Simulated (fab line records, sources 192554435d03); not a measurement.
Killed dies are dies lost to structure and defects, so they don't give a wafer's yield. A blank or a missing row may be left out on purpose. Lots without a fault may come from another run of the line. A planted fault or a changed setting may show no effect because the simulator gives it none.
fab line records | flow n5_finfet
record lots=4 wafers=12 last_day=18
route steps=1938 shown BEOL_M4@1099 BEOL_M5@1112 BEOL_M9@1464 PASSIVATION@1936
lots that met no fault: from a run of the same line without faults
start_h: hours from the record's first day to the start of the lot's first wafer shown | wait_h: hours since the lot's step before | " the same as in the row above | L1.1+2: a row that stands for several wafers | - no value, or no start given | * or withheld: withheld | < > ~ a bound
route shown NAME@n: a module of which the file shows steps, and the number in the route of the first | usual: mean/standard deviation of fault-free wafers | same: alike in all rows | chamber/n: place in a boat | sites: the reading at each site | _std_site: their standard deviation | _edge_site: outer sites' mean less inner sites' | radius_mm: how far each site lies from the wafer's centre | mask NAME#n: copy n | behind: the tool/chamber that last shaped the wafer | hold: why the lot was held/for how many hours/how that ended | device: the transistor (n, p or np) that didn't switch | end of line: the same wafers' tests at the end of the route | a step without rows: its recipe alone | killed: dies lost to structure and defects at the first sort, not the wafer's yield | map: a wafer's dies, x killed, . not, _ none there
set.NAME: the setting as run; set.NAME@STEP: as run at that earlier step | model.NAME: the simulator's own value behind a step, which no gauge read
lots at some steps of the route; a table a step, a row a wafer
services: from which hour (start_h, from the record's first day; less than 0 if before it) a tool's chamber was out of use, for how many hours, and why
## steps
# step N5_BEOL_M4_ANNEAL_95
# recipe temp_c=400 time_s=240 ambient=vacuum
# step N5_BEOL_M4_SPUTTER_96
# recipe material=Cu target_thk_a=45 temp_c=-20 chamber_pressure_pa=0.07 power_w=withheld time_s=8.29
# step N5_BEOL_M4_ECD_50
# recipe material=Cu target_thk_a=3000
# step N5_BEOL_M4_ANNEAL_51
# recipe temp_c=225 time_s=90 ambient=N2
# step N5_BEOL_M4_CMP_52
# recipe stop_on=SiOC t_overpolish_s=6.8 down_force_psi=1 platen_rpm=50 clearing_platen_down_force_psi=1.5 clearing_platen_rpm=50 post_cmp_clean=cu_alkaline target_thk_nm=40 clearing_platen_pad_velocity_m_s=0.99484 pad_velocity_m_s=0.99484
# step N5_BEOL_M4_PRE_CLEAN_60
# recipe gas=NH3/H2 time_s=15 temp_c=* rf_power_w=300
# step N5_BEOL_M4_CO_CAP_55
# recipe material=Co target_thk_a=20 temp_c=200 precursor=CCTBA/H2 pressure_torr=30 time_s=102.1
# step N5_BEOL_M4_PRE_CLEAN_56
# recipe gas=NH3 time_s=15 temp_c=withheld rf_power_w=300
# step N5_BEOL_M4_DEP_57
# recipe material=SiCN target_thk_a=80 temp_c=withheld precursor=3MS/NH3 pressure_torr=3 rf_w=202 time_s=14
# step N5_BEOL_M4_RC_MEAS_101
# usual DIBL_N=36.3/1.6 DIBL_P=36.4/2.1 IOFF_N=0.16/0.032 IOFF_P=0.22/0.044 ION_N=675/12 ION_P=463/8.3 SS_N=71.6/0.64 SS_P=73.3/0.67 VT_N=250/3.3 VT_P=-250/3.7
# columns lot.wafer tool chamber start_h wait_h DIBL_N[mV/V] DIBL_P[mV/V] IOFF_N[nA/um] IOFF_P[nA/um] ION_N[uA/um] ION_P[uA/um] SS_N[mV/dec] SS_P[mV/dec] VT_N[mV] VT_P[mV]
L452.2 prober-01 0 219.13 0.2 37.4 38.4 0.19 0.25 684 468 71.2 73.8 245 -248
L452.4 " 0 " " 37.6 38.7 0.18 0.24 682 468 72.0 73.3 249 -250
L452.6 " 0 " " 35.2 35.4 0.15 0.20 660 463 70.3 72.8 250 -250
L462.1 prober-02 0 300.26 0.0 35.5 35.0 0.14 0.19 671 459 71.4 72.9 250 -247
L462.2 " 0 " " 38.9 39.4 0.20 0.25 672 458 72.8 73.9 248 -247
L462.4 " 0 " " 37.8 37.6 0.18 0.23 685 468 72.6 73.3 249 -248
L463.2 prober-02 0 306.26 0.9 34.9 36.5 0.16 0.22 686 473 71.5 73.9 248 -252
L463.5 " 0 " " 33.3 33.8 0.12 0.18 653 452 71.9 72.8 255 -253
L463.6 " 0 " " 33.3 33.3 0.12 0.18 662 456 70.7 73.7 254 -251
L467.1 prober-02 0 317.05 0.0 37.7 37.0 0.15 0.18 685 463 71.4 73.3 250 -256
L467.2 " 0 " " 36.0 35.4 0.13 0.17 678 459 71.3 72.8 251 -254
L467.4 " 0 " " 34.7 33.3 0.10 0.13 648 443 71.1 72.2 258 -259
# step N5_BEOL_M5_ILD_DEP_00
# recipe material=SiCOH_lowk target_thk_a=1406.4 temp_c=300 precursor=DEMS/porogen pressure_torr=5 rf_w=500 time_s=25.9
# step N5_BEOL_M5_CURE_79
# recipe temp_c=385 time_s=240 ambient=He/Ar material=SiCOH_lowk
# step N5_BEOL_M5_PECVD_70
# recipe material=SiO2 target_thk_a=160 temp_c=400 precursor=TEOS/O2 pressure_torr=5.5 rf_w=450 teos_flow_sccm=53.8 gas=O2 flow_sccm=3000 time_s=18
# step N5_BEOL_M5_HM_DEP_02
# recipe material=TiN target_thk_a=200 temp_c=25 chamber_pressure_pa=0.49996
# step N5_BEOL_M5_COAT_59
# recipe resist=SOC temp_c=250 time_s=60 spin_rpm=1500 resist_thk_nm=60
# step N5_BEOL_M5_COAT_60
# recipe resist=SiARC temp_c=220 time_s=60 spin_rpm=1500 resist_thk_nm=12
# step N5_BEOL_M5_COAT_71
# recipe resist=underlayer temp_c=205 time_s=60 spin_rpm=1500 resist_thk_nm=5
# step N5_BEOL_M5_COAT_05
# recipe resist=CAR-EUV spin_rpm=1500 resist_thk_nm=30
# step N5_BEOL_M5_EBR_07
# recipe solvent=PGMEA ebr_width_mm=1.5
# step N5_BEOL_M5_SOFTBAKE_06
# recipe temp_c=110 time_s=60 resist=CAR-EUV
# step N5_BEOL_M5_EXPOSE_08
# recipe mask_id=M5 na=0.33 source_shape=annular sigma_inner=0.4 sigma_outer=0.8 polarization=unpolarized target_cd_nm=28 dose_mj=35.75
# step N5_BEOL_M5_PEB_09
# recipe peb_temp_c=100 peb_time_s=60 resist=CAR-EUV
# step N5_BEOL_M5_DEVELOP_10
# recipe develop_time_s=30 developer=TMAH resist=CAR-EUV rinse_liquid=surfactant_rinse dry=air_spin dev_temp_c=23
# step N5_BEOL_M5_DESCUM_16
# recipe chemistry=O2 time_s=7 source_power_w=50 bias_power_w=20 pressure_mtorr=20 rf_frequency_hz=2.712e+07 temp_c=40 resist=CAR-EUV o2_flow_sccm=225
# step N5_BEOL_M5_ETCH_72
# recipe chemistry=N2/H2 target=underlayer target_depth_a=65 mask_material=CAR-EUV time_s=5.2 ion_energy_ev=200 pressure_mtorr=30 source_w=840 bias_w=150 n2_flow_sccm=200 h2_flow_sccm=200 ends=cleared
# step N5_BEOL_M5_ETCH_61
# recipe chemistry=CF4 target=SiARC target_depth_a=156 mask_material=CAR-EUV time_s=26 ion_energy_ev=80 pressure_mtorr=40 source_w=545 bias_w=36 Ar_flow_sccm=100 cf4_flow_sccm=100 ends=cleared
# step N5_BEOL_M5_ETCH_62
# recipe chemistry=N2/H2 target=SOC target_depth_a=750 overetch_a=150 mask_material=SiARC temp_c=40 time_s=112.5 ion_energy_ev=200 pressure_mtorr=30 source_w=840 bias_w=150 n2_flow_sccm=200 h2_flow_sccm=200
# step N5_BEOL_M5_STRIP_63
# recipe chemistry=N2/H2 temp_c=40 n2_flow_sccm=200 h2_flow_sccm=200 rf_frequency_hz=6e+07
# step N5_BEOL_M5_STRIP_73
# recipe chemistry=N2/H2 temp_c=40 n2_flow_sccm=200 h2_flow_sccm=200 rf_frequency_hz=6e+07
# step N5_BEOL_M5_STRIP_64
# recipe chemistry=CF4 resist=SiARC power_w=300 bias_power_w=75 pressure_mtorr=50 cf4_flow_sccm=150 rf_frequency_hz=6e+07
# step N5_BEOL_M5_HM_OPEN_17
# recipe chemistry=Cl2/BCl3 target_depth_a=200 overetch_a=60 target=TiN mask_material=SOC ion_energy_ev=150 pressure_mtorr=10 icp_w=1000 bias_w=126 Cl2_flow_sccm=53.25 bcl3_flow_sccm=21.75 Ar_flow_sccm=25
# step N5_BEOL_M5_STRIP_19
# recipe chemistry=O2 power_w=400 temp_c=40 pressure_mtorr=30 rf_frequency_hz=6e+07 bias_power_w=0 overash_fraction=0.2 o2_flow_sccm=225
# step N5_BEOL_M5_COAT_65
# recipe resist=SOC temp_c=250 time_s=60 spin_rpm=1500 resist_thk_nm=60
# step N5_BEOL_M5_COAT_66
# recipe resist=SiARC temp_c=220 time_s=60 spin_rpm=1500 resist_thk_nm=12
# step N5_BEOL_M9_CMP_52
# recipe stop_on=SiCOH_lowk t_overpolish_s=7 down_force_psi=1 platen_rpm=50 clearing_platen_down_force_psi=1.5 clearing_platen_rpm=50 post_cmp_clean=cu_alkaline target_thk_nm=140 clearing_platen_pad_velocity_m_s=0.99484 pad_velocity_m_s=0.99484
# usual barrier_field_endpoint_s=28.8/0.79 clearing_platen_down_force_psi=1.500/0.003 edge_zone_pressure_frac=1.000/0.0053 head_pressure_psi=0.9996/0.0023 motor_current_A=6.0/0.75 overpolish_run_s=6.999/0.0097 time_to_endpoint_s=65.6/2.8
# columns lot.wafer tool chamber start_h wait_h barrier_field_endpoint_s clearing_platen_down_force_psi edge_zone_pressure_frac head_pressure_psi motor_current_A overpolish_run_s time_to_endpoint_s model.Cu_of_BEOL_M9_ECD_50.thk_nm model.SiO2_of_BEOL_M9_PECVD_70.thk_nm
L452.4 cmp-01 1 267.55 0.2 27.7 1.497 0.998 1.0012 5.1 6.990 58.7 138 0
L452.2 " 2 " " 27.7 1.499 1.003 0.9967 7.5 7.004 63.0 139.2 0
L452.6 " 0 " " 28.4 1.499 0.999 0.9986 6.7 6.997 63.4 137.6 0
L462.1 cmp-04 1 354.46 0.3 - - - - - - - 312.8 19.2
L462.2 " 2 " " - - - - - - - 313.6 19.4
L462.4 " 3 " " - - - - - - - 315.2 19.6
L463.2 cmp-01 1 354.96 0.2 - - - - - - - 319 19.4
L463.6 " 1 " " - - - - - - - 317 20
L463.5 " 2 " " - - - - - - - 319.6 20
L467.4 cmp-03 2 374.78 0.2 28.4 1.497 1.000 1.0050 5.7 7.002 64.7 150.8 0
L467.1 " 3 " " 29.4 1.506 1.006 1.0001 6.1 7.029 68.3 140 0
L467.2 " 0 " " 29.8 1.501 0.996 0.9983 5.8 7.011 67.1 146.2 0
# step N5_BEOL_M9_THK_MEAS_53
# recipe thk_meas_gauge=xrf reads=Cu_of_BEOL_M9_ECD_50
# usual M9_THK=139/3.4
# columns lot.wafer tool chamber start_h wait_h M9_THK[nm]
L452.2 film_metro-01 - 267.77 - 137
L452.4 " - " " 136
L452.6 " - " " 136
L462.1 film_metro-02 - 354.72 0.2 310
L462.2 " - " " 311
L462.4 " - " " 312
L463.2 film_metro-01 - 355.26 0.3 312
L463.5 " - " " 312
L463.6 " - " " 311
L467.1 film_metro-02 - 375.04 - 138
L467.2 " - " " 143
L467.4 " - " " 148
# step N5_BEOL_M9_RS_MEAS_57
# recipe thk_meas_gauge=four-point-probe reads=Cu_of_BEOL_M9_ECD_50+Co_of_BEOL_M9_CVD_78+TaN_of_BEOL_M9_ALD_74
# usual M9_RS=0.150/0.0037
# columns lot.wafer tool chamber start_h wait_h M9_RS[ohm/sq]
L452.2 film_metro-02 - 267.91 0.1 0.152
L452.4 " - " " 0.153
L452.6 " - " " 0.154
L462.1 film_metro-02 - 354.86 0.1 0.061
L462.2 " - " " 0.061
L462.4 " - " " 0.061
L463.2 film_metro-01 - 355.43 0.1 0.060
L463.5 " - " " 0.060
L463.6 " - " " 0.060
L467.1 film_metro-01 - 375.18 0.1 0.151
L467.2 " - " " 0.144
L467.4 " - " " 0.140
# step N5_BEOL_M9_INSPECT_58
# recipe inspect_instrument=darkfield mode=post_dep
# usual raw_defect_count=68/21
# columns lot.wafer tool chamber start_h wait_h raw_defect_count
L452.2 defect_inspect-01 - 267.94 0.0 71
L452.4 " - " " 64
L452.6 " - " " 50
L462.1 defect_inspect-01 - 354.88 0.0 4384
L462.2 " - " " 4443
L462.4 " - " " 4373
L463.2 defect_inspect-02 - 355.46 0.0 4400
L463.5 " - " " 4300
L463.6 " - " " 4504
L467.1 defect_inspect-02 - 375.20 0.0 71
L467.2 " - " " 84
L467.4 " - " " 77
# step N5_PASSIVATION_PROBE_49
# usual defect_limited_yield=91.4/1.2 killed_at_M0_to_M3=35/11 killed_at_M4_up=14/6 killed_at_contacts=12/6.7 killed_at_front_end=37/9.7 killed_at_other=3.5/2.5 killed_dies=102/15 killed_on_rim=13/3.6 killed_open=67/12 killed_short=33/7.3 sort_bin_5_function=5.1/0.81 sort_bin_6_memory=3.2/0.65 sort_n_pass=1078/15 sort_yield_pct=91.4/1.2
# same gross_dies=1180 killed_at_back_side=0 sort_bin_4_leakage[%]=0 sort_bin_8_speed[%]=0
# columns lot.wafer tool chamber start_h wait_h defect_limited_yield[%] killed_at_M0_to_M3 killed_at_M4_up killed_at_contacts killed_at_front_end killed_at_other killed_dies killed_on_rim killed_open killed_short sort_bin_5_function[%] sort_bin_6_memory[%] sort_n_pass sort_yield_pct[%]
L462.1 prober-02 - 408.37 0.0 0 38 1091 23 28 0 1180 152 73 25 5.8 2.5 0 0
L462.2 prober-02 - 408.42 0.1 0 33 1087 13 46 1 1180 152 82 26 5.5 3.6 0 0
L462.4 prober-02 - 408.52 0.2 0 50 1085 16 25 4 1180 152 62 37 4.7 3.6 0 0
L463.2 prober-01 - 416.32 0.1 0 36 1062 25 52 5 1180 152 97 28 6.7 3.8 0 0
L463.5 prober-01 - 416.47 0.2 0 30 1084 11 51 4 1180 152 78 26 5.4 3.3 0 0
L463.6 prober-01 - 416.52 0.3 0 46 1086 16 26 6 1180 152 79 29 5.1 4.2 0 0
# killed by level:class
L462.1 BEOL_M9:area_cmp=1080 MOL_CONTACT_COAG:geometric_particle:open=19 FIN_SAQP:geometric_particle:open=11 BEOL_M2:geometric_particle:open=9 BEOL_M0_SAQP:geometric_particle:short=8 BEOL_M1:geometric_particle:open=5 BEOL_M3:geometric_particle:open=5 MOL_CONTACT_COAG:geometric_particle:short=4
L462.2 BEOL_M9:area_cmp=1072 FIN_SAQP:geometric_particle:open=27 BEOL_M1:geometric_particle:open=18 MOL_CONTACT_COAG:geometric_particle:open=10 FIN_SAQP:geometric_particle:short=9 BEOL_M3:geometric_particle:open=6 BEOL_M2:geometric_particle:open=4 BEOL_M4:geometric_particle:open=4
L462.4 BEOL_M9:area_cmp=1080 BEOL_M0_SAQP:geometric_particle:short=15 BEOL_M2:geometric_particle:open=11 FIN_SAQP:geometric_particle:open=10 MOL_CONTACT_COAG:geometric_particle:open=10 BEOL_M1:geometric_particle:open=9 MOL_CONTACT_COAG:geometric_particle:short=6 BEOL_M0_SAQP:geometric_particle:open=5
L463.2 BEOL_M9:area_cmp=1055 MOL_CONTACT_COAG:geometric_particle:open=21 FIN_SAQP:geometric_particle:open=15 STI_FIN_REVEAL:geometric_particle:open=13 BEOL_M0_SAQP:geometric_particle:open=9 BEOL_M1:geometric_particle:open=8 BEOL_M2:geometric_particle:open=8 FIN_SAQP:geometric_particle:short=6
L463.5 BEOL_M9:area_cmp=1074 FIN_SAQP:geometric_particle:open=18 STI_FIN_REVEAL:geometric_particle:open=18 MOL_CONTACT_COAG:geometric_particle:open=11 BEOL_M0_SAQP:geometric_particle:short=11 BEOL_M0_SAQP:geometric_particle:open=9 FIN_SAQP:geometric_particle:short=7 BEOL_M2:geometric_particle:open=4
L463.6 BEOL_M9:area_cmp=1070 MOL_CONTACT_COAG:geometric_particle:open=12 BEOL_M0_SAQP:geometric_particle:open=12 BEOL_M0_SAQP:geometric_particle:short=10 BEOL_M2:geometric_particle:open=9 BEOL_M4:geometric_particle:open=8 STI_FIN_REVEAL:geometric_particle:open=7 BEOL_M3:geometric_particle:open=6
# map L462.1 (x killed, . not)
_________________xxxxxxxxxxxx________________
______________xxxxxxxxxxxxxxxxxx_____________
___________xxxxxxxxxxxxxxxxxxxxxxxx__________
__________xxxxxxxxxxxxxxxxxxxxxxxxxx_________
________xxxxxxxxxxxxxxxxxxxxxxxxxxxxxx_______
_______xxxxxxxxxxxxxxxxxxxxxxxxxxxxxxxx______
______xxxxxxxxxxxxxxxxxxxxxxxxxxxxxxxxxx_____
_____xxxxxxxxxxxxxxxxxxxxxxxxxxxxxxxxxxxx____
____xxxxxxxxxxxxxxxxxxxxxxxxxxxxxxxxxxxxxx___
___xxxxxxxxxxxxxxxxxxxxxxxxxxxxxxxxxxxxxxxx__
___xxxxxxxxxxxxxxxxxxxxxxxxxxxxxxxxxxxxxxxx__
__xxxxxxxxxxxxxxxxxxxxxxxxxxxxxxxxxxxxxxxxxx_
__xxxxxxxxxxxxxxxxxxxxxxxxxxxxxxxxxxxxxxxxxx_
_xxxxxxxxxxxxxxxxxxxxxxxxxxxxxxxxxxxxxxxxxxxx
_xxxxxxxxxxxxxxxxxxxxxxxxxxxxxxxxxxxxxxxxxxxx
_xxxxxxxxxxxxxxxxxxxxxxxxxxxxxxxxxxxxxxxxxxxx
_xxxxxxxxxxxxxxxxxxxxxxxxxxxxxxxxxxxxxxxxxxxx
_xxxxxxxxxxxxxxxxxxxxxxxxxxxxxxxxxxxxxxxxxxxx
_xxxxxxxxxxxxxxxxxxxxxxxxxxxxxxxxxxxxxxxxxxxx
_xxxxxxxxxxxxxxxxxxxxxxxxxxxxxxxxxxxxxxxxxxxx
_xxxxxxxxxxxxxxxxxxxxxxxxxxxxxxxxxxxxxxxxxxxx
__xxxxxxxxxxxxxxxxxxxxxxxxxxxxxxxxxxxxxxxxxx_
__xxxxxxxxxxxxxxxxxxxxxxxxxxxxxxxxxxxxxxxxxx_
___xxxxxxxxxxxxxxxxxxxxxxxxxxxxxxxxxxxxxxxx__
___xxxxxxxxxxxxxxxxxxxxxxxxxxxxxxxxxxxxxxxx__
____xxxxxxxxxxxxxxxxxxxxxxxxxxxxxxxxxxxxxx___
_____xxxxxxxxxxxxxxxxxxxxxxxxxxxxxxxxxxxx____
______xxxxxxxxxxxxxxxxxxxxxxxxxxxxxxxxxx_____
_______xxxxxxxxxxxxxxxxxxxxxxxxxxxxxxxx______
________xxxxxxxxxxxxxxxxxxxxxxxxxxxxxx_______
__________xxxxxxxxxxxxxxxxxxxxxxxxxx_________
___________xxxxxxxxxxxxxxxxxxxxxxxx__________
______________xxxxxxxxxxxxxxxxxx_____________
_________________xxxxxxxxxxxx________________
# map L463.2 (x killed, . not)
_________________xxxxxxxxxxxx________________
______________xxxxxxxxxxxxxxxxxx_____________
___________xxxxxxxxxxxxxxxxxxxxxxxx__________
__________xxxxxxxxxxxxxxxxxxxxxxxxxx_________
________xxxxxxxxxxxxxxxxxxxxxxxxxxxxxx_______
_______xxxxxxxxxxxxxxxxxxxxxxxxxxxxxxxx______
______xxxxxxxxxxxxxxxxxxxxxxxxxxxxxxxxxx_____
_____xxxxxxxxxxxxxxxxxxxxxxxxxxxxxxxxxxxx____
____xxxxxxxxxxxxxxxxxxxxxxxxxxxxxxxxxxxxxx___
___xxxxxxxxxxxxxxxxxxxxxxxxxxxxxxxxxxxxxxxx__
___xxxxxxxxxxxxxxxxxxxxxxxxxxxxxxxxxxxxxxxx__
__xxxxxxxxxxxxxxxxxxxxxxxxxxxxxxxxxxxxxxxxxx_
__xxxxxxxxxxxxxxxxxxxxxxxxxxxxxxxxxxxxxxxxxx_
_xxxxxxxxxxxxxxxxxxxxxxxxxxxxxxxxxxxxxxxxxxxx
_xxxxxxxxxxxxxxxxxxxxxxxxxxxxxxxxxxxxxxxxxxxx
_xxxxxxxxxxxxxxxxxxxxxxxxxxxxxxxxxxxxxxxxxxxx
_xxxxxxxxxxxxxxxxxxxxxxxxxxxxxxxxxxxxxxxxxxxx
_xxxxxxxxxxxxxxxxxxxxxxxxxxxxxxxxxxxxxxxxxxxx
_xxxxxxxxxxxxxxxxxxxxxxxxxxxxxxxxxxxxxxxxxxxx
_xxxxxxxxxxxxxxxxxxxxxxxxxxxxxxxxxxxxxxxxxxxx
_xxxxxxxxxxxxxxxxxxxxxxxxxxxxxxxxxxxxxxxxxxxx
__xxxxxxxxxxxxxxxxxxxxxxxxxxxxxxxxxxxxxxxxxx_
__xxxxxxxxxxxxxxxxxxxxxxxxxxxxxxxxxxxxxxxxxx_
___xxxxxxxxxxxxxxxxxxxxxxxxxxxxxxxxxxxxxxxx__
___xxxxxxxxxxxxxxxxxxxxxxxxxxxxxxxxxxxxxxxx__
____xxxxxxxxxxxxxxxxxxxxxxxxxxxxxxxxxxxxxx___
_____xxxxxxxxxxxxxxxxxxxxxxxxxxxxxxxxxxxx____
______xxxxxxxxxxxxxxxxxxxxxxxxxxxxxxxxxx_____
_______xxxxxxxxxxxxxxxxxxxxxxxxxxxxxxxx______
________xxxxxxxxxxxxxxxxxxxxxxxxxxxxxx_______
__________xxxxxxxxxxxxxxxxxxxxxxxxxx_________
___________xxxxxxxxxxxxxxxxxxxxxxxx__________
______________xxxxxxxxxxxxxxxxxx_____________
_________________xxxxxxxxxxxx________________
## services
# columns tool chamber start_h hours kind
cmp-01 - 249.49 1.0 repair
cmp-03 - 270.53 4.2 repair
cmp-03 - 306.56 5.8 pm
cmp-01 - 316.18 0.9 repair
cmp-01 - 322.86 4.0 pm
cmp-01 - 326.86 - consumable_replace:conditioner
cmp-01 - 326.86 - consumable_replace:pad
cmp-03 - 338.77 7.0 repair
cmp-01 - 343.60 5.5 pm
cmp-03 - 355.51 4.0 pm
cmp-03 - 359.51 - consumable_replace:conditioner
cmp-03 - 359.51 - consumable_replace:pad
## key
first_sign step=N5_BEOL_M9_CMP_52 reading=tool_record direction=missing
effect step=N5_BEOL_M9_THK_MEAS_53 reading=M9_THK direction=up sigmas=51 usual=139 struck=311
effect step=N5_BEOL_M9_RS_MEAS_57 reading=M9_RS direction=down sigmas=24 usual=0.150 struck=0.061
effect step=N5_BEOL_M9_INSPECT_58 reading=raw_defect_count direction=up sigmas=99+ usual=68 struck=4401
effect step=N5_PASSIVATION_PROBE_49 reading=killed_at_M4_up direction=up sigmas=99+ usual=14 struck=1082
model_effect step=N5_BEOL_M9_CMP_52 value=Cu_of_BEOL_M9_ECD_50.thk_nm without=139.9 struck=316.2
more_kills_born_at N5_BEOL_M9_CMP_52@cmp-04=3232 N5_BEOL_M9_CMP_52@cmp-01=3199
met_at N5_BEOL_M9_CMP_52
struck_wafers L462.1,L462.2,L462.4,L463.2,L463.5,L463.6
later_rows_left_out L462.1,L462.2,L462.4,L463.2,L463.5,L463.6
onset_between 267.55 354.46
fault kind=skipped_step_whole tool=cmp-01,cmp-04 chamber=- onset_h=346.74 steps=N5_BEOL_M9_CMP_52 scope=struck_lots_only
# later_rows_left_out: the simulator's readings of these wafers behind a module that went badly wrong aren't trusted and aren't shown, but for the sort
